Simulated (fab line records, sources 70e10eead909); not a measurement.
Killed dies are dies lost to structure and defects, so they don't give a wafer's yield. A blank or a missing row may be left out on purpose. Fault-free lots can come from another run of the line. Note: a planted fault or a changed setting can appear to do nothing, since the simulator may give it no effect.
Matching of chambers + flow nand harc + pecvd-04 running NHARC_A_CHANNEL_HOLE_D1_DEP_01: 3 sister chambers
The step deposits SiON, target thk 140 nm. 6 wafers are shown with their chamber, then 7 later ones without.

EACH WAFER AND ITS CHAMBER
| wafer  | chamber | heater power outer w (W) | heater power w (W) |
|--------|---------|--------------------------|--------------------|
| L914.6 | 2       | 509                      | 747                |
| L913.1 | 1       | 418                      | 752                |
| L913.6 | 1       | 425                      | 757                |
| L926.3 | 0       | 499                      | 766                |
| L927.1 | 0       | 522                      | 815                |
| L927.3 | 2       | 526                      | 757                |

WAFERS MISSING THEIR CHAMBER
| wafer  | heater power outer w (W) | heater power w (W) |
|--------|--------------------------|--------------------|
| L927.4 | 532                      | 809                |
| L931.3 | 569                      | 858                |
| L931.4 | 577                      | 850                |
| L931.6 | 524                      | 787                |
| L932.1 | 474                      | 727                |
| L932.2 | 582                      | 864                |
| L932.3 | 395                      | 695                |

WHICH CHAMBER EACH WENT THROUGH
| wafer  | from the rows above          | in truth |
|--------|------------------------------|----------|
| L927.4 | can't be placed: 0 or 2      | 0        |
| L931.3 | can't be placed: 0 or 2      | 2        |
| L931.4 | can't be placed: 0 or 2      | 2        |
| L931.6 | can't be placed: 0 or 2      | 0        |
| L932.1 | can't be placed: 2 or 0 or 1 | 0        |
| L932.2 | can't be placed: 0 or 2      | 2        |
| L932.3 | 1                            | 1        |
Correctly placed: 1 of 7. Unplaceable from these rows: 6, with the true chamber sitting among the candidates in 6. Wrongly placed: 0.
How it was worked out, from the rows above alone: a wafer's distance from a chamber is the root of the sum, over the readings, of the square of ((its reading less the chamber's mean) divided by the reading's scatter). The wafer belongs to the nearest chamber; if the next one is less than 2 further off, it can't be placed. Each chamber's mean is taken over the wafers shown for it. The scatter: take each reading less its chamber's mean, square it, sum over the shown wafers, divide by the number of wafers less the number of chambers, and take the root.
